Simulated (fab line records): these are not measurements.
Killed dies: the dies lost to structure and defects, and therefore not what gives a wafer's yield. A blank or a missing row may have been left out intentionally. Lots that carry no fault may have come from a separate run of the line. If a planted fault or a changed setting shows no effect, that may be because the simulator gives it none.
Matching of chambers    flow n5 finfet    4 sister chambers for N5_BEOL_M3_STRIP_19 on rie diel-03
The step strips in O2. 8 wafers are shown with their chamber, then 9 later ones without.

== WAFERS, EACH WITH ITS CHAMBER ==
wafer   chamber  drypump motor current A (A)  throttle valve pct (%)
L079.1  1        5.6                          16.99
L083.3  2        5.1                          16.63
L083.5  1        5.6                          16.99
L082.2  3        6.2                          16.67
L082.6  0        5.0                          16.39
L084.1  0        5.0                          16.39
L084.4  2        5.0                          16.64
L084.6  3        6.2                          16.68

== WAFERS WITH NO CHAMBER GIVEN ==
wafer   drypump motor current A (A)  throttle valve pct (%)
L086.1  5.6                          17.01
L086.2  5.1                          16.64
L086.3  6.2                          16.69
L096.1  5.0                          16.43
L096.3  6.2                          16.69
L096.5  5.6                          17.03
L097.1  5.0                          16.41
L097.4  5.1                          16.65
L097.5  5.6                          17.03

== WHICH CHAMBER EACH ONE RAN IN ==
wafer   from the rows above  in truth
L086.1  1                    1
L086.2  2                    2
L086.3  3                    3
L096.1  0                    0
L096.3  3                    3
L096.5  1                    1
L097.1  0                    0
L097.4  2                    2
L097.5  1                    1
Correct placement for 9 of the 9. Left unplaced by these rows: 0. 0 placed wrongly.
How it was worked out, from the rows above alone: a wafer's distance from a chamber is the root of the sum, over the readings, of the square of ((its reading less the chamber's mean) divided by the reading's scatter). If the next closest chamber is less than 2 further off than the closest, the wafer can't be placed; otherwise it belongs to the closest. The mean given for a chamber averages the wafers shown for that chamber. How the scatter is found: for the shown wafers, subtract from each reading the mean of its chamber, square and add these, divide the total by (wafers less chambers), then take the root.
